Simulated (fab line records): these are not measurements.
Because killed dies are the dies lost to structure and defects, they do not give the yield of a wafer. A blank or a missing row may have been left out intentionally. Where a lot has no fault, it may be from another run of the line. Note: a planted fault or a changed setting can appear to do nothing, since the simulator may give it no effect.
One fault through the eyes of 2 desks | flow n5-finfet | every desk sees just its own numbers, and what lay behind them comes last

TOOL OWNER'S DESK, rie-diel-03
The tool's own readings at N5_BEOL_M2_ETCH_41 (etches SiCN in CH3F/O2, target depth 29.9 nm, time 52.5 s): means of the sampled wafers that have a number, for each lot that ran on this tool. If a lot's mean is further than 4 standard deviations from the usual mean, the lot is out of limits and carries the mark OUT (the distance appears in the brackets).
Columns: A = drypump-motor-current-A at N5_BEOL_M2_ETCH_41, usual 5.9 A; B = oes-product-au at N5_BEOL_M2_ETCH_41, usual 0.77 a.u.; C = rf-vpp-V at N5_BEOL_M2_ETCH_41, usual 297.4 V; D = showerhead-plenum-p-Torr at N5_BEOL_M2_ETCH_41, usual 2.01 Torr; E = throttle-valve-pct at N5_BEOL_M2_ETCH_41, usual 16.38 %
lot  | first seen here | A   | B    | C     | D    | E
L224 | day 7 21:28     | 5.7 | 0.76 | 297.0 | 1.97 | 16.00
L226 | day 8 03:44     | 6.0 | 0.79 | 296.2 | 2.00 | 16.37
L235 | day 9 22:52     | 5.8 | 0.73 | 297.4 | 1.98 | 16.21
L242 | day 11 01:38    | 6.0 | 0.72 | 296.3 | 1.99 | 16.41
Result from this desk: across the 4 lots, nothing is out of limits.

THE METROLOGY DESK
What the gauges read, lot by lot, whatever tool the lot ran on: means of the sampled wafers that have a number. If a lot's mean is further than 4 standard deviations from the usual mean, the lot is out of limits and carries the mark OUT (the distance appears in the brackets). 7 of its 10 readings are shown, namely those furthest out on some lot.
Columns: A = DIBL_N at N5_BEOL_M4_RC_MEAS_101, usual 36.6 mV/V; B = DIBL_P at N5_BEOL_M4_RC_MEAS_101, usual 36.5 mV/V; C = IOFF_N at N5_BEOL_M4_RC_MEAS_101, usual 0.17 nA/um; D = ION_N at N5_BEOL_M4_RC_MEAS_101, usual 674 uA/um; E = SS_N at N5_BEOL_M4_RC_MEAS_101, usual 71.7 mV/dec; F = SS_P at N5_BEOL_M4_RC_MEAS_101, usual 73.4 mV/dec; G = VT_P at N5_BEOL_M4_RC_MEAS_101, usual -250 mV
lot  | first seen here | A    | B    | C    | D   | E    | F    | G
L224 | day 8 20:43     | 38.6 | 38.4 | 0.21 | 671 | 72.5 | 73.4 | -252
L226 | day 9 03:14     | 37.5 | 37.3 | 0.18 | 685 | 72.1 | 74.3 | -250
L235 | day 11 02:56    | 39.5 | 40.5 | 0.23 | 690 | 72.8 | 74.6 | -252
L242 | day 12 03:59    | 34.4 | 34.9 | 0.13 | 665 | 71.0 | 72.9 | -251
L243 | day 12 18:58    | 37.4 | 37.9 | 0.19 | 679 | 71.2 | 73.8 | -247
L245 | day 14 02:31    | 37.4 | 38.6 | 0.19 | 674 | 72.4 | 73.9 | -247
Result from this desk: across the 6 lots, nothing is out of limits.

TAKEN TOGETHER
The tool owner's desk saw nothing out of limits.
From the metrology desk's view, nothing was out of limits.

WHAT THE SIMULATOR HAD INSERTED
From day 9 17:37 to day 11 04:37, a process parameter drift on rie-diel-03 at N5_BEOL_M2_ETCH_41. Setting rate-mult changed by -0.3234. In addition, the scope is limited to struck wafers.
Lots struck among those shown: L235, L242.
